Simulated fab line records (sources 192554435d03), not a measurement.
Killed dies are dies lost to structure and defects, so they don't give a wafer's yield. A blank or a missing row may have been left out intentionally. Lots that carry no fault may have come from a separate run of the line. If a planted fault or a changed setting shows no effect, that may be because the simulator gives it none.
Matching of chambers -- flow n5 finfet -- N5_HKMG_FIN_ETCH_67 on rie diel-01: 4 sister chambers
The step etches SOC in N2/H2, stops on TiN, target depth 388.9 nm. 20 wafers are shown with their chamber, then 10 later ones without.

EACH WAFER AND ITS CHAMBER
wafer,chamber,drypump motor current A (A),showerhead plenum p Torr (Torr),throttle valve pct (%)
L075.1,1,6.5,2.65,17.73
L075.2,3,5.8,2.55,17.83
L075.3,0,6.3,2.42,18.19
L075.4,2,5.7,2.66,18.20
L075.5,2,5.7,2.66,18.18
L075.6,3,5.7,2.55,17.83
L076.2,2,5.7,2.66,18.17
L076.3,0,6.3,2.42,18.18
L076.5,1,6.5,2.64,17.73
L078.1,1,6.5,2.64,17.74
L078.2,3,5.8,2.55,17.84
L078.3,0,6.3,2.42,18.21
L078.4,2,5.7,2.65,18.20
L078.5,0,6.3,2.42,18.19
L078.6,1,6.5,2.64,17.73
L080.4,3,5.7,2.54,17.85
L080.5,2,5.7,2.65,18.18
L080.6,3,5.7,2.54,17.85
L082.2,1,6.5,2.64,17.75
L082.4,2,5.7,2.65,18.21

SIGNATURES, as means of the wafers listed above
reading,chamber 0,chamber 1,chamber 2,chamber 3,scatter within a chamber
drypump motor current A,6.300,6.500,5.700,5.740,0.0274
showerhead plenum p Torr,2.4200,2.6420,2.6550,2.5460,0.00468
throttle valve pct,18.1925,17.7360,18.1900,17.8400,0.0122
Rule: a wafer lies at a distance from a chamber equal to the root of the sum of squares, over the readings, of (its reading less the chamber's mean, divided by the reading's scatter). If the next closest chamber is less than 2 further off than the closest, the wafer can't be placed; otherwise it belongs to the closest. The scatter is the square root of a quotient: the sum, over the shown wafers, of each reading's squared deviation from its chamber's mean, divided by wafers minus chambers.

WAFERS WITH NO CHAMBER GIVEN
wafer,drypump motor current A (A),showerhead plenum p Torr (Torr),throttle valve pct (%)
L082.5,6.5,2.64,17.76
L088.1,5.7,2.65,18.23
L088.2,5.8,2.54,17.88
L088.3,6.5,2.64,17.77
L088.4,6.3,2.41,18.23
L088.5,6.5,2.64,17.78
L088.6,6.3,2.41,18.26
L090.1,5.8,2.54,17.89
L090.3,6.2,2.41,18.26
L090.6,5.7,2.53,17.88

WHICH CHAMBER EACH WENT THROUGH
wafer,from the rows above,in truth
L082.5,1,1
L088.1,2,2
L088.2,3,3
L088.3,1,1
L088.4,0,0
L088.5,1,1
L088.6,0,0
L090.1,3,3
L090.3,0,0
L090.6,3,3
10 of 10 placed correctly. Can't be placed from these rows: 0. Placed wrongly: 0.
